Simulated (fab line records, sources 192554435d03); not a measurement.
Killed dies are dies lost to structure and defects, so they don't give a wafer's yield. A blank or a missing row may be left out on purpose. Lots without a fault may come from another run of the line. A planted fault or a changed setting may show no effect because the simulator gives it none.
Which tool did it? | flow n5_finfet | 24 lots, 72 wafers sampled, at 6 steps of a route of 1938

WHAT THE GAUGES READ, wafer by wafer
N5_BEOL_M3_OVL_MEAS_29.
lot  | measured     | on         | V2_OVL (nm)
L075 | day 7 03:51  | overlay-02 | 1.4 1.5 1.6
L074 | day 7 06:08  | overlay-01 | -0.5 -0.1 0.3
L076 | day 7 12:43  | overlay-01 | -0.2 -0.1 0.6
L077 | day 7 19:51  | overlay-02 | -1.0 0.7 0.5
L078 | day 8 20:58  | overlay-02 | 0.7 0.4 1.2
L080 | day 8 21:10  | overlay-01 | 0.5 0.4 0.1
L079 | day 8 23:13  | overlay-02 | 0.3 -0.2 0.5
L082 | day 9 03:13  | overlay-01 | 0.5 0.5 0.4
L081 | day 9 03:44  | overlay-02 | 1.4 0.9 0.0
L083 | day 9 10:04  | overlay-02 | 0.0 -0.5 0.2
L084 | day 9 10:07  | overlay-02 | 0.2 0.9 -0.4
L085 | day 9 12:14  | overlay-01 | 0.3 0.5 0.9
L086 | day 10 02:52 | overlay-01 | 0.2 1.6 1.5
L087 | day 10 13:53 | overlay-02 | 1.2 0.6 1.2
L088 | day 10 14:17 | overlay-02 | 2.0 0.5 1.1
L089 | day 11 04:42 | overlay-02 | -1.2 -0.4 -1.7
L090 | day 11 10:38 | overlay-02 | -0.2 -0.3 0.3
L091 | day 11 12:46 | overlay-01 | 0.2 0.3 -0.5
L092 | day 11 14:22 | overlay-02 | -0.8 -0.8 0.2
L093 | day 12 01:37 | overlay-02 | 0.5 0.1 0.1
L094 | day 12 02:27 | overlay-01 | 0.0 -0.5 -1.0
L095 | day 12 10:02 | overlay-02 | -0.7 -1.0 -0.2
L096 | day 12 15:27 | overlay-01 | -0.2 -0.2 -0.8
L097 | day 12 22:10 | overlay-02 | 0.5 0.4 -0.1

N5_BEOL_M3_INSPECT_59: inspects for defects (darkfield).
lot  | measured     | on                | raw_defect_count
L075 | day 7 14:37  | defect_inspect-01 | 45 82 58
L074 | day 7 17:06  | defect_inspect-01 | 71 97 70
L076 | day 7 19:13  | defect_inspect-01 | 67 80 105
L077 | day 8 12:02  | defect_inspect-02 | 126 82 62
L078 | day 9 08:31  | defect_inspect-01 | 69 89 73
L080 | day 9 09:38  | defect_inspect-02 | 91 85 76
L079 | day 9 06:31  | defect_inspect-02 | 47 49 54
L082 | day 9 13:12  | defect_inspect-02 | 49 56 75
L081 | day 9 14:22  | defect_inspect-01 | 80 68 64
L083 | day 9 17:32  | defect_inspect-02 | 51 52 87
L084 | day 9 18:30  | defect_inspect-02 | 63 69 69
L085 | day 10 01:19 | defect_inspect-02 | 56 53 47
L086 | day 10 16:40 | defect_inspect-01 | 108 117 144
L087 | day 11 00:09 | defect_inspect-02 | 33 65 79
L088 | day 11 03:11 | defect_inspect-02 | 52 83 67
L089 | day 11 10:32 | defect_inspect-02 | 72 82 81
L090 | day 11 16:04 | defect_inspect-02 | 77 36 79
L091 | day 11 23:19 | defect_inspect-01 | 38 30 63
L092 | day 12 04:44 | defect_inspect-02 | 100 109 57
L093 | day 13 00:14 | defect_inspect-01 | 136 161 123
L094 | day 13 05:32 | defect_inspect-02 | 139 116 119
L095 | day 12 18:29 | defect_inspect-02 | 56 64 62
L096 | day 13 05:59 | defect_inspect-02 | 95 98 58
L097 | day 13 10:28 | defect_inspect-02 | 43 22 84

N5_BEOL_M4_INSPECT_13: inspects for defects (brightfield).
lot  | measured     | on                | raw_defect_count
L075 | day 7 15:44  | defect_inspect-02 | 291 385 289
L074 | day 7 19:31  | defect_inspect-02 | 459 498 526
L076 | day 7 20:45  | defect_inspect-02 | 564 710 515
L077 | day 8 13:38  | defect_inspect-01 | 787 455 392
L078 | day 9 09:47  | defect_inspect-02 | 382 352 358
L080 | day 9 10:38  | defect_inspect-02 | 347 344 322
L079 | day 9 08:53  | defect_inspect-01 | 248 423 349
L082 | day 9 14:29  | defect_inspect-01 | 604 498 512
L081 | day 9 16:05  | defect_inspect-02 | 315 345 267
L083 | day 9 18:37  | defect_inspect-02 | 362 258 330
L084 | day 9 19:51  | defect_inspect-01 | 327 337 400
L085 | day 10 05:53 | defect_inspect-02 | 392 448 397
L086 | day 10 19:51 | defect_inspect-02 | 445 468 576
L087 | day 11 02:56 | defect_inspect-01 | 290 348 346
L088 | day 11 04:20 | defect_inspect-02 | 396 450 589
L089 | day 11 12:17 | defect_inspect-01 | 268 463 342
L090 | day 11 17:28 | defect_inspect-01 | 349 327 378
L091 | day 12 01:14 | defect_inspect-01 | 331 273 443
L092 | day 12 07:31 | defect_inspect-01 | 407 414 400
L093 | day 13 02:11 | defect_inspect-01 | 570 632 616
L094 | day 13 06:14 | defect_inspect-01 | 630 388 482
L095 | day 12 19:22 | defect_inspect-02 | 510 423 496
L096 | day 13 08:38 | defect_inspect-02 | 456 513 479
L097 | day 13 12:38 | defect_inspect-01 | 285 306 443

WHICH TOOL RAN EACH LOT (tool, then ch and the chambers of the sampled wafers, then the start)
lot  | N5_BEOL_M3_ETCH_64                 | N5_BEOL_M3_DESCUM_33               | N5_BEOL_M3_CMP_52
L075 | rie_diel-06 ch 0,1,2, day 7 03:08  | rie_diel-05 ch 0,1, day 7 04:07    | cmp-03 ch 0,2,3, day 7 14:02
L074 | rie_diel-05 ch 1,2, day 7 05:19    | rie_diel-06 ch 1,3, day 7 06:13    | cmp-03 ch 0,3, day 7 16:31
L076 | rie_diel-06 ch 0,1,2, day 7 11:53  | rie_diel-06 ch 1,2,3, day 7 12:49  | cmp-01 ch 0,2,3, day 7 18:33
L077 | rie_diel-06 ch 0,2,3, day 7 19:01  | rie_diel-05 ch 0,3, day 7 19:56    | cmp-03 ch 1,2,3, day 8 11:32
L078 | rie_diel-03 ch 0,2,3, day 8 20:09  | rie_diel-06 ch 0,2,3, day 8 21:04  | cmp-01 ch 0,1,2, day 9 07:55
L080 | rie_diel-06 ch 0,2,3, day 8 20:20  | rie_diel-06 ch 0,2,3, day 8 21:15  | cmp-01 ch 0,2,3, day 9 09:04
L079 | rie_diel-05 ch 1,3, day 8 22:31    | rie_diel-05 ch 2,3, day 8 23:18    | cmp-03 ch 0,3, day 9 05:56
L082 | rie_diel-03 ch 2,3, day 9 02:23    | rie_diel-03 ch 0,1, day 9 03:18    | cmp-04 ch 2,3, day 9 12:36
L081 | rie_diel-03 ch 0,1,2, day 9 02:55  | rie_diel-05 ch 1,3, day 9 03:59    | cmp-04 ch 0,1, day 9 13:47
L083 | rie_diel-03 ch 0,1, day 9 09:08    | rie_diel-06 ch 0,2, day 9 10:09    | cmp-01 ch 0,1,2, day 9 16:56
L084 | rie_diel-03 ch 1,2,3, day 9 09:22  | rie_diel-03 ch 0,2, day 9 10:13    | cmp-04 ch 0,2,3, day 9 17:55
L085 | rie_diel-05 ch 1,3, day 9 11:19    | rie_diel-03 ch 1,3, day 9 12:19    | cmp-01 ch 1,3, day 10 00:45
L086 | rie_diel-03 ch 1,2,3, day 10 02:02 | rie_diel-05 ch 0,1,2, day 10 02:57 | cmp-03 ch 0,1,3, day 10 16:08
L087 | rie_diel-05 ch 1,2, day 10 12:53   | rie_diel-06 ch 0, day 10 13:58     | cmp-01 ch 0,1,2, day 10 23:31
L088 | rie_diel-03 ch 0,2, day 10 13:32   | rie_diel-06 ch 0,1, day 10 14:23   | cmp-04 ch 1,2, day 11 02:36
L089 | rie_diel-06 ch 0,1,2, day 11 04:00 | rie_diel-05 ch 1,2,3, day 11 04:47 | cmp-04 ch 0,2,3, day 11 09:58
L090 | rie_diel-06 ch 0,1,3, day 11 09:46 | rie_diel-05 ch 0,1,3, day 11 10:44 | cmp-03 ch 0,1,2, day 11 15:30
L091 | rie_diel-05 ch 1,2,3, day 11 12:04 | rie_diel-03 ch 0,1,3, day 11 12:53 | cmp-01 ch 0,1,3, day 11 22:47
L092 | rie_diel-05 ch 0,1,3, day 11 13:40 | rie_diel-05 ch 0,1,3, day 11 14:28 | cmp-03 ch 1,2,3, day 12 04:04
L093 | rie_diel-05 ch 0,2,3, day 12 00:49 | rie_diel-03 ch 0,1, day 12 01:43   | cmp-01 ch 0,1, day 12 23:38
L094 | rie_diel-05 ch 0,3, day 12 01:44   | rie_diel-03 ch 0,2, day 12 02:32   | cmp-04 ch 0,1,3, day 13 05:02
L095 | rie_diel-03 ch 1,2,3, day 12 09:18 | rie_diel-05 ch 0,1, day 12 10:07   | cmp-03 ch 0,1,2, day 12 17:57
L096 | rie_diel-06 ch 0,1,2, day 12 14:46 | rie_diel-06 ch 0,1,3, day 12 15:36 | cmp-01 ch 0,1,3, day 13 05:11
L097 | rie_diel-06 ch 0,1,3, day 12 21:22 | rie_diel-03 ch 0,1, day 12 22:14   | cmp-04 ch 0,1,2, day 13 09:58
- N5_BEOL_M3_ETCH_64: etches SOC in N2/H2, target depth 75 nm, overetch 15 nm, time 112.5 s.
- N5_BEOL_M3_DESCUM_33: chemistry O2, time 7 s.
- N5_BEOL_M3_CMP_52: polishes, stops on SiOC, t overpolish 6.8 s, target thk 40 nm.

WHAT THE TOOLS THEMSELVES READ (means of the sampled wafers that have a number; where no wafer has one, the mark that the record gives instead)
N5_BEOL_M3_ETCH_64.
lot  | tool        | bias_w (W) | drypump_motor_current_A (A) | n2_flow_sccm (sccm) | oes_product_au (a.u.) | rf_vpp_V (V) | showerhead_plenum_p_Torr (Torr) | throttle_valve_pct (%)
L075 | rie_diel-06 | 150.5      | 5.48                        | 200.0               | 0.58                  | 525.5        | 2.62                            | 18.1
L074 | rie_diel-05 | 150.1      | 5.61                        | 200.3               | 0.61                  | 525.4        | 2.57                            | 17.8
L076 | rie_diel-06 | 150.1      | 5.47                        | 199.4               | 0.58                  | 525.5        | 2.61                            | 18.1
L077 | rie_diel-06 | 150.4      | 5.43                        | 199.9               | 0.58                  | 524.5        | 2.59                            | 18.1
L078 | rie_diel-03 | 150.1      | 5.45                        | 199.7               | 0.55                  | 523.8        | 2.55                            | 17.9
L080 | rie_diel-06 | 150.4      | 5.44                        | 200.6               | 0.58                  | 524.5        | 2.59                            | 18.2
L079 | rie_diel-05 | 149.8      | 5.37                        | 200.0               | 0.63                  | 524.3        | 2.52                            | 17.8
L082 | rie_diel-03 | 149.5      | 5.18                        | 200.5               | 0.54                  | 524.0        | 2.59                            | 18.2
L081 | rie_diel-03 | 150.3      | 5.50                        | 200.1               | 0.58                  | 524.7        | 2.57                            | 17.7
L083 | rie_diel-03 | 150.5      | 5.71                        | 200.2               | 0.59                  | 525.0        | 2.56                            | 17.5
L084 | rie_diel-03 | 149.6      | 5.25                        | 200.6               | 0.57                  | 525.0        | 2.60                            | 18.0
L085 | rie_diel-05 | 150.1      | 5.37                        | 199.4               | 0.62                  | 522.9        | 2.52                            | 17.8
L086 | rie_diel-03 | 150.2      | 5.25                        | 200.2               | 0.57                  | 525.4        | 2.60                            | 18.0
L087 | rie_diel-05 | 150.4      | 5.54                        | 200.0               | 0.70                  | 523.6        | 2.52                            | 17.5
L088 | rie_diel-03 | 150.3      | 5.71                        | 200.2               | 0.55                  | 523.4        | 2.51                            | 17.7
L089 | rie_diel-06 | 150.0      | 5.48                        | 199.8               | 0.62                  | 525.2        | 2.60                            | 18.0
L090 | rie_diel-06 | 150.1      | 5.29                        | 201.0               | 0.61                  | 525.2        | 2.60                            | 17.8
L091 | rie_diel-05 | 150.3      | 5.51                        | 199.7               | 0.65                  | 524.0        | 2.53                            | 17.7
L092 | rie_diel-05 | 150.2      | 5.27                        | 199.8               | 0.67                  | 523.7        | 2.54                            | 17.8
L093 | rie_diel-05 | 149.8      | 5.33                        | 199.8               | 0.68                  | 524.4        | 2.58                            | 17.9
L094 | rie_diel-05 | 150.2      | 5.22                        | 200.5               | 0.62                  | 524.5        | 2.55                            | 18.0
L095 | rie_diel-03 | 149.9      | 5.25                        | 200.9               | 0.71                  | 525.7        | 2.59                            | 17.7
L096 | rie_diel-06 | 149.9      | 5.49                        | 200.6               | 0.61                  | 525.0        | 2.60                            | 18.0
L097 | rie_diel-06 | 150.1      | 5.29                        | 200.1               | 0.61                  | 524.7        | 2.60                            | 17.9

N5_BEOL_M3_DESCUM_33.
lot  | tool        | bias_power_w (W) | drypump_motor_current_A (A) | oes_product_au (a.u.) | rf_vpp_V (V) | showerhead_plenum_p_Torr (Torr) | throttle_valve_pct (%)
L075 | rie_diel-05 | 19.94            | 5.16                        | 0.78                  | 243.5        | 2.11                            | 20.44
L074 | rie_diel-06 | 19.99            | 5.37                        | 0.71                  | 242.7        | 2.11                            | 20.60
L076 | rie_diel-06 | 19.98            | 5.56                        | 0.72                  | 243.1        | 2.10                            | 20.65
L077 | rie_diel-05 | 19.97            | 5.23                        | 0.72                  | 242.8        | 2.10                            | 20.52
L078 | rie_diel-06 | 20.07            | 5.43                        | 0.72                  | 244.7        | 2.12                            | 20.61
L080 | rie_diel-06 | 19.93            | 5.45                        | 0.73                  | 243.3        | 2.12                            | 20.62
L079 | rie_diel-05 | 20.08            | 5.56                        | 0.87                  | 243.2        | 2.12                            | 20.22
L082 | rie_diel-03 | 20.02            | 5.72                        | 0.74                  | 243.3        | 2.13                            | 20.24
L081 | rie_diel-05 | 20.04            | 5.40                        | 0.86                  | 243.7        | 2.06                            | 20.19
L083 | rie_diel-06 | 19.98            | 5.62                        | 0.73                  | 244.2        | 2.12                            | 20.67
L084 | rie_diel-03 | 20.04            | 5.69                        | 0.70                  | 242.6        | 2.07                            | 20.31
L085 | rie_diel-03 | 19.96            | 5.19                        | 0.73                  | 244.0        | 2.16                            | 20.54
L086 | rie_diel-05 | 20.00            | 5.39                        | 0.94                  | 242.7        | 2.10                            | 20.14
L087 | rie_diel-06 | 20.08            | 5.08                        | 0.73                  | 244.2        | 2.19                            | 20.40
L088 | rie_diel-06 | 20.00            | 5.32                        | 0.87                  | 244.5        | 2.15                            | 20.20
L089 | rie_diel-05 | 19.97            | 5.49                        | 0.83                  | 243.3        | 2.09                            | 20.23
L090 | rie_diel-05 | 19.98            | 5.27                        | 0.86                  | 243.4        | 2.08                            | 20.26
L091 | rie_diel-03 | 19.98            | 5.45                        | 0.81                  | 243.9        | 2.13                            | 20.28
L092 | rie_diel-05 | 19.99            | 5.27                        | 0.86                  | 243.6        | 2.08                            | 20.26
L093 | rie_diel-03 | 19.98            | 5.71                        | 0.72                  | 243.5        | 2.12                            | 20.26
L094 | rie_diel-03 | 20.01            | 5.68                        | 0.79                  | 242.5        | 2.07                            | 20.21
L095 | rie_diel-05 | 19.95            | 5.14                        | 0.94                  | 243.7        | 2.09                            | 20.20
L096 | rie_diel-06 | 19.99            | 5.29                        | 0.76                  | 243.4        | 2.13                            | 20.40
L097 | rie_diel-03 | 19.93            | 5.50                        | 0.74                  | 242.8        | 2.16                            | 20.37

N5_BEOL_M3_CMP_52.
lot  | tool   | barrier_field_endpoint_s (s) | motor_current_A (A) | overpolish_run_s (s) | pad_life_wafers | slurry_filter_dp_kPa (kPa) | time_to_endpoint_s (s)
L075 | cmp-03 | 25.2                         | 5.5                 | 6.813                | 1675            | 13.47                      | 62
L074 | cmp-03 | 24.6                         | 5.6                 | 6.806                | 1698            | 13.53                      | 61
L076 | cmp-01 | 25.3                         | 6.4                 | 6.798                | 97              | 13.63                      | 60
L077 | cmp-03 | 25.4                         | 5.5                 | 6.798                | 1844            | 13.44                      | 64
L078 | cmp-01 | 24.3                         | 6.5                 | 6.794                | 404             | 13.50                      | 61
L080 | cmp-01 | 24.1                         | 6.0                 | 6.798                | 415             | 13.39                      | 62
L079 | cmp-03 | 24.6                         | 5.7                 | 6.791                | 1992            | 13.40                      | 63
L082 | cmp-04 | 24.4                         | 6.0                 | 6.801                | 1992            | 13.56                      | 61
L081 | cmp-04 | 23.5                         | 5.9                 | 6.793                | 2010            | 13.47                      | 62
L083 | cmp-01 | 23.9                         | 6.4                 | 6.798                | 493             | 13.53                      | 60
L084 | cmp-04 | 25.1                         | 6.1                 | 6.808                | 2048            | 13.52                      | 61
L085 | cmp-01 | 24.6                         | 6.0                 | 6.792                | 596             | 13.57                      | 60
L086 | cmp-03 | 25.6                         | 5.5                 | 6.804                | 164             | 13.39                      | 70
L087 | cmp-01 | 25.1                         | 6.3                 | 6.799                | 769             | 13.62                      | 65
L088 | cmp-04 | 24.2                         | 5.9                 | 6.805                | 144             | 13.50                      | 58
L089 | cmp-04 | 24.1                         | 6.1                 | 6.796                | 236             | 13.62                      | 62
L090 | cmp-03 | 25.2                         | 5.3                 | 6.803                | 326             | 13.46                      | 66
L091 | cmp-01 | 24.4                         | 6.2                 | 6.805                | 908             | 13.38                      | 59
L092 | cmp-03 | 24.9                         | 5.5                 | 6.799                | 433             | 13.55                      | 64
L093 | cmp-01 | 24.7                         | 6.2                 | 6.798                | 1040            | 13.61                      | 65
L094 | cmp-04 | 24.4                         | 5.9                 | 6.804                | 614             | 13.32                      | 60
L095 | cmp-03 | 24.6                         | 5.4                 | 6.798                | 548             | 13.50                      | 63
L096 | cmp-01 | 24.3                         | 6.2                 | 6.805                | 1100            | 13.44                      | 62
L097 | cmp-04 | 24.2                         | 5.9                 | 6.801                | 662             | 13.38                      | 60

THE ANSWER, worked out from the rows above alone
Rule: what is usual is taken from the lots themselves. Put in order of their means at a reading, lots are off if they are a third of the lots or fewer, leave a main group of 4 or more, and stand apart from it by a gap of 3 or more times the standard deviation of the main group's means; of several such gaps the widest counts. A main group whose means are all the same, to the digits that the tables above print for the reading, isn't used. A lot without any number at a reading at which 4 lots or more have one is off too. The other lots that the step has rows for count as sound. The gauges are gone through in route order, then the tools' own readings, and for those a lot's mean is taken as printed above. The first step at which some lot is off is used, and at that step the reading that is off furthest; a lot without a number counts as furthest.
No lot is off at any reading shown: from this, nothing can be told.

WHAT THE SIMULATOR HAD PUT IN
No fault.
